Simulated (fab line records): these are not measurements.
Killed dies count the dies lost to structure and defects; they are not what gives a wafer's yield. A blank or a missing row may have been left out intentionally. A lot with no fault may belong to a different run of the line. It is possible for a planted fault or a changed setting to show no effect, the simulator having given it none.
fab line records	flow n5-finfet
[record] lots = 7	wafers = 39
route steps=1938 shown STI_FIN_REVEAL@190 BEOL_M0_SAQP@672 BEOL_M4@1021 BEOL_M6@1236 BEOL_M9@1460 BEOL_M11@1599
start-h: start of the lot's first displayed wafer, in hours after the record's first day	wait-h: how many hours have passed since the lot's step before this one	" same as the row above	L1.1+2: a single row standing in for several wafers	- value missing, or start not given	* or withheld: withheld	< > ~ a bound
route shown NAME@n: names a module that has steps shown in the file, with the first one's number in the route	usual: average and standard deviation across the fault-free wafers	same: alike in all rows	chamber/n: place in a boat	sites: readings site by site	_std_site: the values' standard deviation	_edge_site: mean of outer sites minus mean of inner sites	radius-mm: how far each site lies from the wafer's centre	mask NAME#n: copy n	behind: the tool/chamber that last shaped the wafer	hold: why the lot went on hold/how many hours it stayed there/how the hold came to an end	device: the transistor (n, p or np) that didn't switch	end of line: at the end of the route, the tests of the same wafers	a step given without rows: its recipe and nothing more	killed: at the first sort, the dies lost to defects and structure; wafer yield is something else	map: a wafer's dies, marking killed ones x, the rest . and places with no die _
set.NAME: setting as actually run; set.NAME@STEP: the setting as run at that earlier step	model.NAME: the simulator's own value behind a step, which no gauge read
one table per step and one row per wafer, for lots whose settings were changed on purpose
[[steps]]
[step N5_STI_FIN_REVEAL_ETCHBACK_08]
[recipe] chemistry = C4F6/O2	target = SiO2	target-depth-a = 305	time-s = 10.167	ion-energy-ev = 250	pressure-mtorr = 30	source-w = 345	bias-w = 185	Ar_flow_sccm = 300	C4F6_flow_sccm = 10	O2_flow_sccm = 10
lot.wafer	tool	chamber	start-h	wait-h	set.time-s
L078.2+4+6	rie-diel-04	2,2,0	57.54	0.2	10.167
L079.1+4+6	rie-diel-05	2,3,2	63.01	0.2	10.167
L079.2+3+5	"	0,1,3	"	"	6.785
L086.1+3+5	rie-diel-05	2,1,0	109.30	0.2	10.167
L086.2+4+6	"	3,0,3	"	"	15.42
L087.1+2+3+4+5+6	rie-diel-05	2,3,0,1,2,1	112.40	0.2	10.167
L089.1+2+3+4+5+6	rie-diel-04	2,0,3,1,0,1	125.11	0.3	10.167
L093.1+3+4	rie-diel-02	2,0,3	148.29	0.2	10.167
L093.2+5+6	"	3,0,2	"	"	7.734
L096.1+2+6	rie-diel-04	0,2,0	166.99	0.2	10.167
L096.3+4+5	"	3,1,1	"	"	11.9
[step N5_STI_FIN_REVEAL_STRIP_24]
[recipe] chemistry = N2/H2	time-s = 90	power-w = 100	temp-c = 40	pressure-mtorr = 100	rf-frequency-hz = 6e+07	bias-power-w = 3	n2-flow-sccm = 300	h2-flow-sccm = 300
[step N5_STI_FIN_REVEAL_PRECLEAN_25]
[recipe] chemistry = SPM	time-s = 90	temp-c = 120	mix = 4:1
[step N5_STI_FIN_REVEAL_SRD_23]
[recipe] dry = ipa-marangoni	time-s = 30	temp-c = 23	rinse-liquid = diw
[step N5_STI_FIN_REVEAL_FIN_H_MEAS_10]
[usual] trench-depth-nm = 51.9/0.69
lot.wafer	tool	chamber	start-h	wait-h	set.time-s@STI_FIN_REVEAL_ETCHBACK_08	trench-depth-nm
L078.2	ocd-02	-	60.66	0.0	10.167	52.6
L078.4	"	-	"	"	10.167	52.8
L078.6	"	-	"	"	10.167	52.3
L079.1	ocd-01	-	66.51	0.0	10.167	51.9
L079.2	"	-	"	"	6.785	41.6
L079.3	"	-	"	"	6.785	41.2
L079.4	"	-	"	"	10.167	51.2
L079.5	"	-	"	"	6.785	41.0
L079.6	"	-	"	"	10.167	51.7
L086.1	ocd-01	-	112.33	0.0	10.167	51.2
L086.2	"	-	"	"	15.42	67.0
L086.3	"	-	"	"	10.167	52.4
L086.4	"	-	"	"	15.42	67.4
L086.5	"	-	"	"	10.167	51.7
L086.6	"	-	"	"	15.42	66.9
L087.1	ocd-01	-	115.37	0.0	10.167	52.3
L087.2	"	-	"	"	10.167	52.2
L087.3	"	-	"	"	10.167	52.3
L087.4	"	-	"	"	10.167	51.9
L087.5	"	-	"	"	10.167	52.1
L087.6	"	-	"	"	10.167	52.0
L089.1	ocd-02	-	128.40	0.0	10.167	53.5
L089.2	"	-	"	"	10.167	52.8
L089.3	"	-	"	"	10.167	54.1
L089.4	"	-	"	"	10.167	52.9
L089.5	"	-	"	"	10.167	53.3
L089.6	"	-	"	"	10.167	52.6
L093.1	ocd-02	-	151.54	0.0	10.167	51.7
L093.2	"	-	"	"	7.734	43.9
L093.3	"	-	"	"	10.167	51.4
L093.4	"	-	"	"	10.167	51.7
L093.5	"	-	"	"	7.734	44.7
L093.6	"	-	"	"	7.734	44.9
L096.1	ocd-01	-	170.08	0.0	10.167	51.7
L096.2	"	-	"	"	10.167	52.4
L096.3	"	-	"	"	11.9	57.7
L096.4	"	-	"	"	11.9	56.3
L096.5	"	-	"	"	11.9	56.9
L096.6	"	-	"	"	10.167	52.0
[step N5_BEOL_M0_SAQP_ETCH_106]
[recipe] chemistry = N2/H2	target = SOC	target-depth-a = 1500	stop-on = SiNx	ion-energy-ev = 100	bias-w = 61	pressure-mtorr = 30	source-w = 850	n2-flow-sccm = 200	h2-flow-sccm = 200
lot.wafer	tool	chamber	start-h	wait-h	set.target-depth-a	model.SOC_of_BEOL_M0_SAQP_COAT_105.thk-nm
L078.2	rie-diel-01	0	130.32	-	1500	23
L078.4	"	2	"	"	1500	22.6
L078.6	"	2	"	"	1500	23.4
L079.1	rie-diel-06	1	145.96	-	1500	25
L079.2	"	2	"	"	1500	21.6
L079.3	"	0	"	"	705.1	64.6
L079.4+5	"	3	"	"	705.1	64
L079.6	"	0	"	"	1500	24.4
L086.1	rie-diel-06	1	187.98	-	1170	42.8
L086.2+5	"	0	"	"	1500	25.4
L086.3	"	3	"	"	1170	41.4
L086.4	"	2	"	"	1500	23
L086.6	"	3	"	"	1170	41.6
L087.1	rie-diel-01	3	200.28	-	1500	20.6
L087.2+3+5	"	1,0,0	"	"	1500	22.6
L087.4	"	2	"	"	1500	22.2
L087.6	"	1	"	"	1500	23
L089.1	rie-diel-03	3	202.72	-	1220	38.4
L089.2	"	1	"	"	1500	25.6
L089.3	"	2	"	"	1500	26
L089.4	"	0	"	"	1220	39.4
L089.5	"	2	"	"	1220	39.8
L089.6	"	1	"	"	1500	24.8
L093.1	rie-diel-03	2	223.95	-	2010	2
L093.2	"	0	"	"	1500	25.4
L093.3+5	"	1,0	"	"	2010	0
L093.4	"	1	"	"	1500	24.8
L093.6	"	2	"	"	1500	26
L096.1	rie-diel-06	1	243.62	-	1500	25.4
L096.2	"	3	"	"	1500	24.4
L096.3	"	0	"	"	1500	25.2
L096.4	"	3	"	"	1500	24.2
L096.5	"	1	"	"	1500	25.8
L096.6	"	0	"	"	1500	24.8
[step N5_BEOL_M0_SAQP_ETCH_107]
[recipe] chemistry = CH3F/O2	target = SiNx	target-depth-a = 300	mask-material = SOC	pressure-mtorr = 30	source-w = 395	bias-w = 73	Ar_flow_sccm = 150	CH3F_flow_sccm = 30	O2_flow_sccm = 20	ion-energy-ev = 120
lot.wafer	tool	chamber	start-h	wait-h	set.target-depth-a@BEOL_M0_SAQP_ETCH_106	model.SOC_of_BEOL_M0_SAQP_COAT_105.thk-nm
L078.2	rie-diel-01	0	130.38	0.0	1500	12
L078.4	"	2	"	"	1500	11.6
L078.6	"	2	"	"	1500	12.4
L079.1	rie-diel-06	1	146.02	0.0	1500	14.4
L079.2	"	2	"	"	1500	10.6
L079.3	"	0	"	"	705.1	53.8
L079.4+5	"	3	"	"	705.1	53
L079.6	"	0	"	"	1500	13.6
L086.1	rie-diel-06	1	188.04	0.0	1170	32.2
L086.2+5	"	0	"	"	1500	14.6
L086.3	"	3	"	"	1170	30.4
L086.4	"	2	"	"	1500	12
L086.6	"	3	"	"	1170	30.8
L087.1	rie-diel-01	3	200.34	0.0	1500	9.4
L087.2+3	"	1,0	"	"	1500	11.6
L087.4	"	2	"	"	1500	11.2
L087.5	"	0	"	"	1500	11.4
L087.6	"	1	"	"	1500	12
L089.1	rie-diel-03	3	202.78	0.0	1220	27.6
L089.2	"	1	"	"	1500	14.6
L089.3	"	2	"	"	1500	15.4
L089.4	"	0	"	"	1220	28.6
L089.5	"	2	"	"	1220	29
L089.6	"	1	"	"	1500	14
L093.1+3+5	rie-diel-03	2,1,0	224.01	0.0	2010	0
L093.2	"	0	"	"	1500	14.6
L093.4	"	1	"	"	1500	14.2
L093.6	"	2	"	"	1500	15.6
L096.1	rie-diel-06	1	243.68	0.0	1500	14.6
L096.2	"	3	"	"	1500	13.4
L096.3	"	0	"	"	1500	14.4
L096.4	"	3	"	"	1500	13.2
L096.5	"	1	"	"	1500	15.2
L096.6	"	0	"	"	1500	14
[step N5_BEOL_M4_ILD_DEP_00]
[recipe] material = SiOC	target-thk-a = 790	temp-c = 350	precursor = DEMS/O2	pressure-torr = 5	rf-w = 500	time-s = 15.3
lot.wafer	tool	chamber	start-h	wait-h	set.target-thk-a	model.SiOC_of_BEOL_M4_ILD_DEP_00.thk-nm
L078.2	pecvd-01	2	171.25	0.0	790	79
L078.4	"	1	"	"	790	81
L078.6	"	0	"	"	790	80.6
L079.1	pecvd-04	2	190.36	0.0	1078	108.2
L079.2	"	0	"	"	1078	108.6
L079.3	"	1	"	"	1078	107.4
L079.4	"	1	"	"	790	80
L079.5	"	2	"	"	790	81.2
L079.6	"	0	"	"	790	81.4
L086.1	pecvd-04	0	240.07	0.0	928.9	93.4
L086.2	"	2	"	"	928.9	92.4
L086.3	"	1	"	"	790	77.8
L086.4	"	0	"	"	790	80.2
L086.5	"	2	"	"	928.9	94.2
L086.6	"	1	"	"	790	79
L087.1	pecvd-04	0	243.33	0.0	1018	101.4
L087.2	"	1	"	"	1018	99.4
L087.3	"	2	"	"	790	80
L087.4	"	1	"	"	790	79
L087.5	"	2	"	"	790	79.8
L087.6	"	0	"	"	1018	102.4
L089.1+3	pecvd-03	1,2	258.85	0.0	317.2	31.8
L089.2	"	0	"	"	790	77.2
L089.4	"	2	"	"	790	79.8
L089.5	"	0	"	"	317.2	32.2
L089.6	"	1	"	"	790	79.6
L093.1	pecvd-01	1	275.48	0.0	1138	112.2
L093.2	"	0	"	"	1138	112.4
L093.3	"	0	"	"	1138	114.6
L093.4	"	1	"	"	790	78.8
L093.5	"	0	"	"	790	79.2
L093.6	"	1	"	"	790	78.6
L096.1	pecvd-04	0	293.97	0.0	790	79.6
L096.2	"	1	"	"	790	78.4
L096.3	"	2	"	"	790	81.2
L096.4+6	"	0,1	"	"	959.9	97.2
L096.5	"	2	"	"	959.9	99.2
[step N5_BEOL_M4_THK_MEAS_01]
[recipe] reads = SiOC_of_BEOL_M4_ILD_DEP_00
[usual] M4_ILD_THK = 79.2/1
lot.wafer	tool	chamber	start-h	wait-h	set.target-thk-a@BEOL_M4_ILD_DEP_00	M4_ILD_THK[nm]
L078.2	film-metro-01	-	171.32	0.1	790	79.1
L078.4	"	-	"	"	790	81.0
L078.6	"	-	"	"	790	80.6
L079.1	film-metro-01	-	190.42	0.0	1078	108.2
L079.2	"	-	"	"	1078	108.5
L079.3	"	-	"	"	1078	107.5
L079.4	"	-	"	"	790	80.1
L079.5	"	-	"	"	790	81.1
L079.6	"	-	"	"	790	81.3
L086.1	film-metro-01	-	240.14	0.0	928.9	93.4
L086.2	"	-	"	"	928.9	92.5
L086.3	"	-	"	"	790	77.9
L086.4	"	-	"	"	790	80.1
L086.5	"	-	"	"	928.9	94.2
L086.6	"	-	"	"	790	79.1
L087.1	film-metro-01	-	243.39	0.0	1018	101.5
L087.2	"	-	"	"	1018	99.5
L087.3	"	-	"	"	790	80.0
L087.4	"	-	"	"	790	79.0
L087.5	"	-	"	"	790	79.8
L087.6	"	-	"	"	1018	102.4
L089.1	film-metro-02	-	258.91	0.0	317.2	31.8
L089.2	"	-	"	"	790	77.2
L089.3	"	-	"	"	317.2	31.7
L089.4	"	-	"	"	790	79.9
L089.5	"	-	"	"	317.2	32.2
L089.6	"	-	"	"	790	79.4
L093.1	film-metro-02	-	275.57	0.1	1138	112.2
L093.2	"	-	"	"	1138	112.4
L093.3	"	-	"	"	1138	114.6
L093.4	"	-	"	"	790	78.9
L093.5	"	-	"	"	790	79.2
L093.6	"	-	"	"	790	78.4
L096.1	film-metro-01	-	294.04	0.0	790	79.5
L096.2	"	-	"	"	790	78.5
L096.3	"	-	"	"	790	81.2
L096.4	"	-	"	"	959.9	97.2
L096.5	"	-	"	"	959.9	99.3
L096.6	"	-	"	"	959.9	97.2
[step N5_BEOL_M4_TRENCH_ETCH_37]
[recipe] chemistry = C4F6/O2	target-depth-a = 555.55	target = SiOC	time-s = 29.2	ion-energy-ev = 250	pressure-mtorr = 30	source-w = 355	bias-w = 185	Ar_flow_sccm = 300	C4F6_flow_sccm = 10	O2_flow_sccm = 10
lot.wafer	tool	chamber	start-h	wait-h	set.time-s	model.BEOL_M4.feature-depth-nm	model.etch.depth-nm	model.TiN_of_BEOL_M4_HM_DEP_02.thk-nm
L078.2	rie-diel-05	0	-	-	29.2	55.4	55.31	18
L078.4	"	0	"	"	29.2	56	55.98	17.8
L078.6	"	2	"	"	29.2	55.2	55.28	17.8
L079.1	rie-diel-05	2	-	-	29.2	55.2	55.18	17
L079.2	"	1	"	"	29.2	57.2	57.12	17
L079.3	"	0	"	"	46.56	87.2	87.27	15.8
L079.4	"	3	"	"	46.56	87.2	87.11	16
L079.5	"	1	"	"	29.2	57.2	57.24	17.2
L079.6	"	2	"	"	46.56	87.6	87.64	15.8
L086.1	rie-diel-05	3	-	-	29.2	55.2	55.24	17.8
L086.2	"	2	"	"	29.2	55.6	55.6	17.8
L086.3	"	0	"	"	29.2	55.4	55.36	17.6
L086.4	"	1	"	"	29.2	57.2	57.29	17.6
L086.5	"	0	"	"	29.2	55.4	55.48	17.8
L086.6	"	3	"	"	29.2	55.2	55.25	18
L087.1	rie-diel-02	3	-	-	43.99	81.4	81.42	16.6
L087.2	"	1	"	"	43.99	84.8	84.7	16.4
L087.3	"	2	"	"	43.99	81.8	81.87	16.4
L087.4	"	0	"	"	29.2	54.4	54.36	17.8
L087.5	"	3	"	"	29.2	54.2	54.23	18
L087.6	"	0	"	"	29.2	54.4	54.38	17.8
L089.1	rie-diel-04	3	-	-	20.67	40	39.94	18.2
L089.2	"	1	"	"	29.2	56	56.08	17.4
L089.3	"	0	"	"	20.67	39.2	39.21	18
L089.4	"	0	"	"	29.2	55.6	55.56	17.4
L089.5	"	3	"	"	29.2	56.6	56.61	17.8
L089.6	"	1	"	"	20.67	39.6	39.59	18
L093.1	rie-diel-02	2	-	-	29.2	54.8	54.82	18
L093.2	"	1	"	"	14.07	27.4	27.33	19
L093.3	"	0	"	"	14.07	26.4	26.43	18.8
L093.4	"	3	"	"	29.2	54.4	54.48	17.8
L093.5	"	0	"	"	14.07	26.6	26.6	19.2
L093.6	"	1	"	"	29.2	56.6	56.57	17.4
L096.1	rie-diel-02	2	-	-	29.2	54	53.93	17.6
L096.2	"	3	"	"	22.63	41.2	41.19	17.8
L096.3	"	0	"	"	22.63	41.8	41.72	18
L096.4	"	1	"	"	22.63	43.4	43.43	17.8
L096.5	"	0	"	"	29.2	54	54.02	17.4
L096.6	"	3	"	"	29.2	53.8	53.78	17.2
[step N5_BEOL_M4_ETCH_41]
[recipe] chemistry = CH3F/O2	target = SiCN	target-depth-a = 299	taper-deg = 2	time-s = 52.5	ion-energy-ev = 120	mask-material = TiN	pressure-mtorr = 30	source-w = 395	bias-w = 75	Ar_flow_sccm = 150	CH3F_flow_sccm = 30	O2_flow_sccm = 20
[step N5_BEOL_M4_STRIP_97]
[recipe] chemistry = N2/H2	time-s = 10	power-w = 450	temp-c = 40	pressure-mtorr = 20	rf-frequency-hz = 6e+07	bias-power-w = 7	n2-flow-sccm = 200	h2-flow-sccm = 200
[step N5_BEOL_M4_ECD_50]
[recipe] material = Cu	target-thk-a = 3000
[step N5_BEOL_M4_ANNEAL_51]
[recipe] temp-c = 225	time-s = 90	ambient = N2
[step N5_BEOL_M4_CMP_52]
[recipe] stop-on = SiOC	t-overpolish-s = 6.8	down-force-psi = 1	platen-rpm = 50	clearing-platen-down-force-psi = 1.5	clearing-platen-rpm = 50	post-cmp-clean = cu-alkaline	target-thk-nm = 40	clearing-platen-pad-velocity-m-s = 0.99484	pad-velocity-m-s = 0.99484
lot.wafer	tool	chamber	start-h	wait-h	set.time-s@BEOL_M4_TRENCH_ETCH_37	model.Cu_of_BEOL_M4_ECD_50.thk-nm
L078.4	cmp-03	3	187.73	0.1	29.2	40.2
L078.2	"	2	"	"	29.2	36.6
L078.6	"	3	"	"	29.2	38.8
L079.4	cmp-03	1	199.91	0.1	46.56	72.6
L079.1	"	2	"	"	29.2	38.4
L079.3	"	3	"	"	46.56	70.4
L079.2	"	0	"	"	29.2	40.8
L079.6	"	1	"	"	46.56	72.8
L079.5	"	2	"	"	29.2	39.6
L086.2	cmp-02	1	250.44	0.2	29.2	40.6
L086.4+6	"	2,1	"	"	29.2	40.2
L086.1	"	3	"	"	29.2	39.8
L086.3	"	0	"	"	29.2	41.2
L086.5	"	2	"	"	29.2	39.4
L087.1	cmp-03	2	255.79	0.4	43.99	65.8
L087.3	"	3	"	"	43.99	66.6
L087.2	"	0	"	"	43.99	70
L087.4	"	1	"	"	29.2	39.8
L087.5	"	2	"	"	29.2	37.8
L087.6	"	3	"	"	29.2	38.6
L089.2+5	cmp-02	0,1	276.39	0.2	29.2	42.2
L089.4	"	1	"	"	29.2	41.6
L089.3	"	2	"	"	20.67	25
L089.1	"	3	"	"	20.67	26.2
L089.6	"	0	"	"	20.67	25.4
L093.2	cmp-03	0	284.07	0.3	14.07	12.2
L093.3+5	"	1	"	"	14.07	12.8
L093.4	"	2	"	"	29.2	39
L093.1	"	3	"	"	29.2	40.6
L093.6	"	0	"	"	29.2	41.6
L096.3	cmp-03	3	308.16	0.2	22.63	26.2
L096.4	"	0	"	"	22.63	26.8
L096.2	"	1	"	"	22.63	26.4
L096.1+5	"	2,0	"	"	29.2	38
L096.6	"	3	"	"	29.2	37.4
[step N5_BEOL_M6_VIA_ETCH_34]
[recipe] chemistry = C4F6/O2	target = SiCOH_lowk	target-depth-a = 1263	mask-material = SOC	taper-deg = 4	time-s = 50.9	ion-energy-ev = 250	pressure-mtorr = 30	source-w = 345	bias-w = 185	Ar_flow_sccm = 300	C4F6_flow_sccm = 10	O2_flow_sccm = 10
lot.wafer	tool	chamber	start-h	wait-h	set.time-s	model.etch.depth-nm	model.SOC_of_BEOL_M6_COAT_63.thk-nm
L078.2	rie-diel-02	2	205.57	0.0	50.9	125.1	54
L078.4	"	3	"	"	50.9	122.9	54.2
L078.6	"	2	"	"	50.9	124.1	54
L079.1	rie-diel-02	0	215.94	0.0	50.9	124.4	54.4
L079.2	"	1	"	"	78.66	196.7	51
L079.3	"	2	"	"	50.9	124.8	53.8
L079.4	"	3	"	"	78.66	190.3	50.8
L079.5	"	0	"	"	78.66	192.8	50.8
L079.6	"	3	"	"	50.9	122.3	54.2
L086.1	rie-diel-02	2	268.36	0.0	50.9	124.2	54
L086.2	"	3	"	"	50.9	124.3	54
L086.3	"	0	"	"	34.22	83.72	55.8
L086.4	"	1	"	"	50.9	128.2	54
L086.5	"	2	"	"	34.22	84.14	56
L086.6	"	3	"	"	34.22	82.75	55.8
L087.1	rie-diel-05	0	275.05	0.0	74.47	181.5	51
L087.2	"	2	"	"	74.47	181	51.2
L087.3	"	3	"	"	50.9	124.5	54
L087.4	"	1	"	"	50.9	129.5	53.8
L087.5	"	1	"	"	74.47	189.1	51
L087.6	"	2	"	"	50.9	124.7	54
L089.1	rie-diel-04	1	296.21	0.0	81.33	200.6	50.4
L089.2	"	0	"	"	81.33	200.5	50.2
L089.3	"	3	"	"	81.33	204.1	50.2
L089.4	"	2	"	"	50.9	126.6	53.8
L089.5	"	1	"	"	50.9	127.1	53.8
L089.6	"	2	"	"	50.9	126.8	54
L093.1	rie-diel-02	0	306.65	0.0	63.94	153.2	52.8
L093.2	"	2	"	"	50.9	123.8	53.8
L093.3	"	3	"	"	50.9	122.3	53.8
L093.4	"	1	"	"	63.94	160	52.4
L093.5	"	0	"	"	63.94	154.1	52.8
L093.6	"	1	"	"	50.9	127.7	53.8
L096.1	rie-diel-05	0	325.75	0.0	50.9	124.6	53.8
L096.2	"	1	"	"	30.02	75.1	56.4
L096.3	"	2	"	"	50.9	121.8	54
L096.4	"	1	"	"	30.02	75.26	56.4
L096.5	"	0	"	"	30.02	73.44	56.2
L096.6	"	2	"	"	50.9	122.7	54.4
[step N5_BEOL_M9_CVD_78]
[recipe] material = Co	target-thk-a = 20	temp-c = withheld	precursor = CCTBA/H2	pressure-torr = 30	time-s = 138.9
lot.wafer	tool	chamber	start-h	wait-h	set.target-thk-a	model.Co_of_BEOL_M9_CVD_78.thk-nm
L078.2+6	cvd-co-02	1	235.74	0.1	20	2.2
L078.4	"	0	"	"	20	2
L079.1+2+6	cvd-co-02	2,1,0	244.92	0.1	29.47	3
L079.3+4+5	"	0,2,1	"	"	20	2
L086.1+3	cvd-co-01	2,0	297.84	0.3	12.59	1.2
L086.2+6	"	1,2	"	"	20	1.8
L086.4	"	1	"	"	12.59	1
L086.5	"	0	"	"	20	2
L087.1+2+4	cvd-co-02	2,1,0	300.21	0.2	27.81	2.8
L087.3+5	"	0,2	"	"	20	2
L087.6	"	1	"	"	20	2.2
L089.1+2+5	cvd-co-02	0,2,1	318.71	0.1	12.08	1.2
L089.3+6	"	1,2	"	"	20	1.8
L089.4	"	0	"	"	20	2
L093.1+3+4	cvd-co-01	1,0,1	330.12	0.0	20	2
L093.2+5	"	2	"	"	8.041	0.6
L093.6	"	0	"	"	8.041	0.8
L096.1+4	cvd-co-01	0	353.93	0.3	23.07	2.4
L096.2+5	"	2	"	"	20	2
L096.3	"	2	"	"	23.07	2.2
L096.6	"	0	"	"	20	2.2
[step N5_BEOL_M11_DEP_56]
[recipe] material = SiCN	target-thk-a = 300	temp-c = withheld	precursor = 3MS/NH3	pressure-torr = 3	rf-w = 675	time-s = 10.5
lot.wafer	tool	chamber	start-h	wait-h	set.time-s	model.SiCN_of_BEOL_M11_DEP_56.thk-nm
L078.2	pecvd-02	0	252.74	0.0	10.5	30
L078.4+6	"	0,1	"	"	10.5	30.2
L079.1+6	pecvd-03	1	261.27	0.0	10.5	30
L079.2	"	0	"	"	10.5	29.8
L079.3	"	2	"	"	10.5	30.2
L079.4	"	2	"	"	10.5	30.4
L079.5	"	0	"	"	10.5	30.6
L086.1+3	pecvd-03	0,1	315.50	0.0	10.5	30
L086.2+6	"	2,0	"	"	10.5	30.4
L086.4+5	"	1,2	"	"	10.5	30.2
L087.1	pecvd-01	1	317.89	0.0	10.5	29.4
L087.2	"	0	"	"	12.77	36
L087.3	"	2	"	"	12.77	36.2
L087.4	"	2	"	"	10.5	29.8
L087.5	"	1	"	"	12.77	36.6
L087.6	"	0	"	"	10.5	30.2
L089.1	pecvd-03	2	335.76	0.0	10.5	30
L089.2	"	0	"	"	10.5	29.8
L089.3	"	1	"	"	14.91	42
L089.4+5	"	1,0	"	"	14.91	42.6
L089.6	"	2	"	"	10.5	30.6
L093.1+6	pecvd-01	0,2	353.25	0.0	10.5	29.6
L093.2	"	2	"	"	16.32	45.2
L093.3	"	1	"	"	10.5	29.2
L093.4	"	0	"	"	16.32	46
L093.5	"	1	"	"	16.32	45.6
L096.1	pecvd-02	2	376.54	0.0	14.03	39.2
L096.2	"	0	"	"	10.5	29.4
L096.3	"	1	"	"	10.5	29.2
L096.4	"	2	"	"	14.03	40
L096.5	"	1	"	"	14.03	39.4
L096.6	"	0	"	"	10.5	30.2
[[key]]
[split] step = N5_STI_FIN_REVEAL_ETCHBACK_08	setting = time-s	stated = 10.167	by = wafer
[response] step = N5_STI_FIN_REVEAL_FIN_H_MEAS_10	reading = trench-depth-nm	change = +0.299	per = 1%	r = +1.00
[split] step = N5_BEOL_M0_SAQP_ETCH_106	setting = target-depth-a	stated = 1500	by = wafer
[response] step = N5_BEOL_M0_SAQP_ETCH_106	reading = model.SOC_of_BEOL_M0_SAQP_COAT_105.thk-nm	change = -0.756	per = 1%	r = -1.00
[response] step = N5_BEOL_M0_SAQP_ETCH_107	reading = model.SOC_of_BEOL_M0_SAQP_COAT_105.thk-nm	shape = bent	at-lowest = 53.27	at-stated = 13.19	at-highest = 0
[split] step = N5_BEOL_M4_ILD_DEP_00	setting = target-thk-a	stated = 790	by = wafer
[response] step = N5_BEOL_M4_ILD_DEP_00	reading = model.SiOC_of_BEOL_M4_ILD_DEP_00.thk-nm	change = +0.777	per = 1%	r = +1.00
[response] step = N5_BEOL_M4_THK_MEAS_01	reading = M4_ILD_THK	change = +0.777	per = 1%	r = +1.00
[split] step = N5_BEOL_M4_TRENCH_ETCH_37	setting = time-s	stated = 29.2	by = wafer
[response] step = N5_BEOL_M4_TRENCH_ETCH_37	reading = model.BEOL_M4.feature-depth-nm	change = +0.541	per = 1%	r = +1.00
[response] step = N5_BEOL_M4_TRENCH_ETCH_37	reading = model.etch.depth-nm	change = +0.541	per = 1%	r = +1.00
[response] step = N5_BEOL_M4_TRENCH_ETCH_37	reading = model.TiN_of_BEOL_M4_HM_DEP_02.thk-nm	change = -0.0231	per = 1%	r = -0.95
[response] step = N5_BEOL_M4_CMP_52	reading = model.Cu_of_BEOL_M4_ECD_50.thk-nm	change = +0.548	per = 1%	r = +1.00
[split] step = N5_BEOL_M6_VIA_ETCH_34	setting = time-s	stated = 50.9	by = wafer
[response] step = N5_BEOL_M6_VIA_ETCH_34	reading = model.etch.depth-nm	change = +1.25	per = 1%	r = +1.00
[response] step = N5_BEOL_M6_VIA_ETCH_34	reading = model.SOC_of_BEOL_M6_COAT_63.thk-nm	change = -0.0586	per = 1%	r = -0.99
[split] step = N5_BEOL_M9_CVD_78	setting = target-thk-a	stated = 20	by = wafer
[response] step = N5_BEOL_M9_CVD_78	reading = model.Co_of_BEOL_M9_CVD_78.thk-nm	change = +0.0203	per = 1%	r = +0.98
[split] step = N5_BEOL_M11_DEP_56	setting = time-s	stated = 10.5	by = wafer
[response] step = N5_BEOL_M11_DEP_56	reading = model.SiCN_of_BEOL_M11_DEP_56.thk-nm	change = +0.293	per = 1%	r = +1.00
